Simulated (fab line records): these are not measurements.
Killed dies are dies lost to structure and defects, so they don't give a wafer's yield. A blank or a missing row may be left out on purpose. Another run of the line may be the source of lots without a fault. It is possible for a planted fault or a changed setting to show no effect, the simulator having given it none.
Matching of chambers / flow n5-finfet / N5_SD_EPI_N_DESCUM_14 on rie-diel-01 has 3 sister chambers
The step chemistry O2, time 7.9 s. 16 wafers are shown with their chamber, then 8 later ones without.

== EACH WAFER AND ITS CHAMBER ==
wafer=L075.1; chamber=3; throttle-valve-pct (%)=20.46; oes-product-au (a.u.)=0.96; showerhead-plenum-p-Torr (Torr)=2.07
wafer=L075.3; chamber=2; throttle-valve-pct (%)=20.74; oes-product-au (a.u.)=0.73; showerhead-plenum-p-Torr (Torr)=2.07
wafer=L075.6; chamber=2; throttle-valve-pct (%)=20.73; oes-product-au (a.u.)=0.73; showerhead-plenum-p-Torr (Torr)=2.07
wafer=L078.2; chamber=0; throttle-valve-pct (%)=20.15; oes-product-au (a.u.)=0.90; showerhead-plenum-p-Torr (Torr)=2.07
wafer=L078.3; chamber=3; throttle-valve-pct (%)=20.47; oes-product-au (a.u.)=0.94; showerhead-plenum-p-Torr (Torr)=2.07
wafer=L078.5; chamber=0; throttle-valve-pct (%)=20.16; oes-product-au (a.u.)=0.90; showerhead-plenum-p-Torr (Torr)=2.07
wafer=L082.1; chamber=2; throttle-valve-pct (%)=20.77; oes-product-au (a.u.)=0.73; showerhead-plenum-p-Torr (Torr)=2.07
wafer=L082.2; chamber=3; throttle-valve-pct (%)=20.50; oes-product-au (a.u.)=0.91; showerhead-plenum-p-Torr (Torr)=2.06
wafer=L082.4; chamber=0; throttle-valve-pct (%)=20.17; oes-product-au (a.u.)=0.89; showerhead-plenum-p-Torr (Torr)=2.07
wafer=L083.1; chamber=2; throttle-valve-pct (%)=20.76; oes-product-au (a.u.)=0.72; showerhead-plenum-p-Torr (Torr)=2.07
wafer=L083.3; chamber=0; throttle-valve-pct (%)=20.19; oes-product-au (a.u.)=0.88; showerhead-plenum-p-Torr (Torr)=2.07
wafer=L083.6; chamber=0; throttle-valve-pct (%)=20.17; oes-product-au (a.u.)=0.88; showerhead-plenum-p-Torr (Torr)=2.06
wafer=L087.2; chamber=3; throttle-valve-pct (%)=20.51; oes-product-au (a.u.)=0.90; showerhead-plenum-p-Torr (Torr)=2.06
wafer=L087.5; chamber=2; throttle-valve-pct (%)=20.78; oes-product-au (a.u.)=0.72; showerhead-plenum-p-Torr (Torr)=2.06
wafer=L087.6; chamber=3; throttle-valve-pct (%)=20.51; oes-product-au (a.u.)=0.89; showerhead-plenum-p-Torr (Torr)=2.06
wafer=L089.1; chamber=2; throttle-valve-pct (%)=20.77; oes-product-au (a.u.)=0.72; showerhead-plenum-p-Torr (Torr)=2.06

SIGNATURES, as means of the wafers listed above
reading=throttle-valve-pct; chamber 0=20.1680; chamber 2=20.7583; chamber 3=20.4900; scatter within a chamber=0.0195
reading=oes-product-au; chamber 0=0.8900; chamber 2=0.7250; chamber 3=0.9200; scatter within a chamber=0.0174
reading=showerhead-plenum-p-Torr; chamber 0=2.0680; chamber 2=2.0667; chamber 3=2.0640; scatter within a chamber=0.00506
Rule: distance of a wafer from a chamber = root of the sum over the readings of ((wafer's reading minus chamber's mean) / reading's scatter) squared. If the next closest chamber is less than 2 further off than the closest, the wafer can't be placed; otherwise it belongs to the closest. The scatter: the root of (the sum of the squares of (reading less its chamber's mean) over the shown wafers, divided by (wafers less chambers)).

== WAFERS WITHOUT THEIR CHAMBER ==
wafer=L089.3; throttle-valve-pct (%)=20.20; oes-product-au (a.u.)=0.86; showerhead-plenum-p-Torr (Torr)=2.06
wafer=L089.5; throttle-valve-pct (%)=20.52; oes-product-au (a.u.)=0.88; showerhead-plenum-p-Torr (Torr)=2.06
wafer=L092.1; throttle-valve-pct (%)=20.22; oes-product-au (a.u.)=0.85; showerhead-plenum-p-Torr (Torr)=2.06
wafer=L092.2; throttle-valve-pct (%)=20.79; oes-product-au (a.u.)=0.71; showerhead-plenum-p-Torr (Torr)=2.06
wafer=L092.6; throttle-valve-pct (%)=20.22; oes-product-au (a.u.)=0.84; showerhead-plenum-p-Torr (Torr)=2.06
wafer=L094.1; throttle-valve-pct (%)=20.78; oes-product-au (a.u.)=0.70; showerhead-plenum-p-Torr (Torr)=2.06
wafer=L094.5; throttle-valve-pct (%)=20.22; oes-product-au (a.u.)=0.84; showerhead-plenum-p-Torr (Torr)=2.06
wafer=L094.6; throttle-valve-pct (%)=20.52; oes-product-au (a.u.)=0.86; showerhead-plenum-p-Torr (Torr)=2.05

== EACH ONE'S CHAMBER ==
wafer=L089.3; from the rows above=0; in truth=0
wafer=L089.5; from the rows above=3; in truth=3
wafer=L092.1; from the rows above=0; in truth=0
wafer=L092.2; from the rows above=2; in truth=2
wafer=L092.6; from the rows above=0; in truth=0
wafer=L094.1; from the rows above=2; in truth=2
wafer=L094.5; from the rows above=0; in truth=0
wafer=L094.6; from the rows above=3; in truth=3
8 of 8 placed correctly. Number that these rows cannot place: 0. Number placed wrongly: 0.
